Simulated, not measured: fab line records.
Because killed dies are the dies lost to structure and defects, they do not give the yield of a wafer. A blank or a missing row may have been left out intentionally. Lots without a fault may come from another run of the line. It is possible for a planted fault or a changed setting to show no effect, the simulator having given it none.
Chamber matching    flow n5Finfet    N5_BEOL_M9_CURE_71 on uvCure-03 has 3 sister chambers
The step cures SiCOH lowk, time 240 s. 22 wafers are shown with their chamber, then 11 later ones without.

WAFERS WITH THEIR CHAMBER
wafer   chamber  wafer_temp_C_max  lampPowerPct (%)
L076.1  1        387.5             52.27
L076.4  1        386.8             52.31
L076.6  1        386.4             52.28
L077.3  1        386.3             52.26
L077.4  1        386.8             52.34
L077.6  1        386.7             52.32
L080.4  1        386.7             52.33
L080.5  1        386.7             52.29
L080.6  1        386.6             52.31
L081.3  1        386.9             52.33
L081.5  1        386.7             52.38
L081.6  1        386.6             52.27
L083.1  0        386.5             52.28
L083.4  0        386.0             52.31
L083.6  0        386.1             52.22
L086.2  2        387.3             52.23
L086.3  2        388.5             52.31
L086.4  2        387.4             52.29
L090.1  0        386.4             52.31
L090.3  0        386.3             52.34
L090.6  0        386.7             52.29
L091.1  0        386.6             52.34

SIGNATURES, as means of the wafers listed above
reading           chamber 0  chamber 1  chamber 2  scatter within a chamber
wafer_temp_C_max  386.371    386.725    387.733    0.344
lampPowerPct      52.2986    52.3075    52.2767    0.038
Rule: for each reading, subtract the chamber's mean from the wafer's reading, divide by that reading's scatter and square the result; add these up over the readings and take the root, which gives the wafer's distance from the chamber. The wafer belongs to the nearest chamber; if the next one is less than 2 further off, it can't be placed. The scatter: the root of (the sum of the squares of (reading less its chamber's mean) over the shown wafers, divided by (wafers less chambers)).

WAFERS WITHOUT THEIR CHAMBER
wafer   wafer_temp_C_max  lampPowerPct (%)
L091.2  386.6             52.44
L091.4  385.9             52.33
L095.1  387.2             52.41
L095.3  387.3             52.36
L095.4  387.1             52.39
L095.2  386.7             52.31
L095.5  386.8             52.27
L095.6  387.0             52.38
L097.2  386.7             52.36
L097.3  385.7             52.34
L097.5  386.5             52.24

THE CHAMBER EACH PASSED THROUGH
wafer   from the rows above           in truth
L091.2  can't be placed: 1 or 0 or 2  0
L091.4  can't be placed: 0 or 1       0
L095.1  can't be placed: 1 or 0 or 2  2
L095.3  can't be placed: 1 or 2 or 0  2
L095.4  can't be placed: 1 or 0 or 2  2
L095.2  can't be placed: 1 or 0       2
L095.5  can't be placed: 1 or 0 or 2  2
L095.6  can't be placed: 1 or 0 or 2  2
L097.2  can't be placed: 1 or 0       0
L097.3  can't be placed: 0 or 1       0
L097.5  can't be placed: 0 or 1       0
Correctly placed: 0 of 11. From these rows, 11 cannot be placed; in 10 the true chamber is one of the candidates. 0 placed wrongly.
